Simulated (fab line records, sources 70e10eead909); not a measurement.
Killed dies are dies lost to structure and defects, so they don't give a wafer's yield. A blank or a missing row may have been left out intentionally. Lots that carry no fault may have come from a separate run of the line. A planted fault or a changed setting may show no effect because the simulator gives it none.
Matching of chambers + flow nand_harc + 4 sister chambers for NHARC_A_SGD_CUT_ETCHBACK_24 on rie_diel-12
The step etches the open film in CH3F/O2, target depth 50 nm, time 92.857 s. 8 wafers are shown with their chamber, then 7 later ones without.

WAFERS, EACH WITH ITS CHAMBER
| wafer  | chamber | showerhead_plenum_p_Torr (Torr) | drypump_motor_current_A (A) |
|--------|---------|---------------------------------|-----------------------------|
| L079.5 | 2       | 2.37                            | 5.3                         |
| L085.1 | 0       | 2.39                            | 5.4                         |
| L085.6 | 0       | 2.39                            | 5.4                         |
| L088.1 | 3       | 2.63                            | 5.9                         |
| L088.2 | 1       | 2.51                            | 6.4                         |
| L088.4 | 2       | 2.36                            | 5.3                         |
| L093.1 | 1       | 2.51                            | 6.3                         |
| L093.2 | 3       | 2.63                            | 5.9                         |

WAFERS MISSING THEIR CHAMBER
| wafer  | showerhead_plenum_p_Torr (Torr) | drypump_motor_current_A (A) |
|--------|---------------------------------|-----------------------------|
| L093.6 | 2.36                            | 5.3                         |
| L091.4 | 2.36                            | 5.3                         |
| L091.5 | 2.39                            | 5.4                         |
| L091.6 | 2.63                            | 5.9                         |
| L090.1 | 2.63                            | 5.9                         |
| L090.2 | 2.36                            | 5.3                         |
| L090.6 | 2.63                            | 5.9                         |

WHICH CHAMBER EACH WENT THROUGH
| wafer  | from the rows above | in truth |
|--------|---------------------|----------|
| L093.6 | 2                   | 2        |
| L091.4 | 2                   | 2        |
| L091.5 | 0                   | 0        |
| L091.6 | 3                   | 3        |
| L090.1 | 3                   | 3        |
| L090.2 | 2                   | 2        |
| L090.6 | 3                   | 3        |
7 of 7 placed correctly. Not placeable from these rows: 0. Wrongly placed: 0.
How it was worked out, from the rows above alone: a wafer's distance from a chamber is the root of the sum, over the readings, of the square of ((its reading less the chamber's mean) divided by the reading's scatter). If the next closest chamber is less than 2 further off than the closest, the wafer can't be placed; otherwise it belongs to the closest. A chamber's mean is the mean of its shown wafers. The scatter: the root of (the sum of the squares of (reading less its chamber's mean) over the shown wafers, divided by (wafers less chambers)).
